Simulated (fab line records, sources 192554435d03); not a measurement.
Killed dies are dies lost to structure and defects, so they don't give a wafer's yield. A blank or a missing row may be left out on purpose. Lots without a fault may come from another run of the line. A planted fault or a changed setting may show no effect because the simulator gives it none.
Chamber matching | flow n5_finfet | N5_BEOL_M4_ILD_DEP_00 on pecvd-03: 3 sister chambers
The step deposits SiOC from DEMS/O2, target thk 79 nm, time 15.3 s. 18 wafers are shown with their chamber, then 9 later ones without.

WAFERS WITH THEIR CHAMBER
wafer  | chamber | throttle_valve_pct (%) | showerhead_plenum_p_Torr (Torr) | heater_power_w (W)
L078.1 | 1       | 10.6                   | 5.658                           | 485
L078.5 | 0       | 13.6                   | 5.726                           | 391
L078.6 | 1       | 11.1                   | 5.675                           | 478
L082.3 | 2       | 11.0                   | 5.682                           | 455
L082.5 | 1       | 10.8                   | 5.675                           | 465
L082.6 | 0       | 13.4                   | 5.719                           | 382
L084.2 | 0       | 13.4                   | 5.716                           | 349
L084.3 | 1       | 10.8                   | 5.681                           | 420
L084.5 | 1       | 10.9                   | 5.661                           | 417
L086.2 | 1       | 10.8                   | 5.680                           | 491
L086.3 | 0       | 13.5                   | 5.708                           | 363
L086.6 | 1       | 11.0                   | 5.660                           | 492
L091.2 | 2       | 11.0                   | 5.683                           | 470
L091.4 | 0       | 13.6                   | 5.713                           | 381
L091.6 | 0       | 13.6                   | 5.711                           | 388
L092.1 | 0       | 13.8                   | 5.708                           | 361
L092.2 | 1       | 11.0                   | 5.680                           | 454
L092.3 | 2       | 11.3                   | 5.687                           | 435

SIGNATURES (means of the wafers above)
reading                  | chamber 0 | chamber 1 | chamber 2 | scatter within a chamber
throttle_valve_pct       | 13.557    | 10.875    | 11.100    | 0.153
showerhead_plenum_p_Torr | 5.71443   | 5.67125   | 5.68400   | 0.00796
heater_power_w           | 373.57    | 462.75    | 453.33    | 23.8
Rule: a wafer's distance from a chamber is the root of the sum, over the readings, of the square of ((its reading less the chamber's mean) divided by the reading's scatter). The wafer belongs to the nearest chamber; if the next one is less than 2 further off, it can't be placed. The scatter: the root of (the sum of the squares of (reading less its chamber's mean) over the shown wafers, divided by (wafers less chambers)).

WAFERS WITHOUT THEIR CHAMBER
wafer  | throttle_valve_pct (%) | showerhead_plenum_p_Torr (Torr) | heater_power_w (W)
L093.2 | 11.0                   | 5.677                           | 496
L093.4 | 11.1                   | 5.673                           | 407
L093.5 | 11.1                   | 5.664                           | 491
L096.2 | 10.9                   | 5.672                           | 485
L096.4 | 10.9                   | 5.664                           | 491
L096.5 | 11.3                   | 5.667                           | 435
L097.3 | 11.0                   | 5.665                           | 490
L097.4 | 11.3                   | 5.684                           | 457
L097.5 | 11.0                   | 5.667                           | 479

WHICH CHAMBER EACH WENT THROUGH
wafer  | from the rows above     | in truth
L093.2 | can't be placed: 1 or 2 | 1
L093.4 | can't be placed: 2 or 1 | 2
L093.5 | can't be placed: 1 or 2 | 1
L096.2 | can't be placed: 1 or 2 | 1
L096.4 | can't be placed: 1 or 2 | 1
L096.5 | can't be placed: 2 or 1 | 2
L097.3 | can't be placed: 1 or 2 | 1
L097.4 | can't be placed: 2 or 1 | 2
L097.5 | can't be placed: 1 or 2 | 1
Placed correctly: 0 of 9. Can't be placed from these rows: 9 (the true chamber is among the candidates in 9). Placed wrongly: 0.
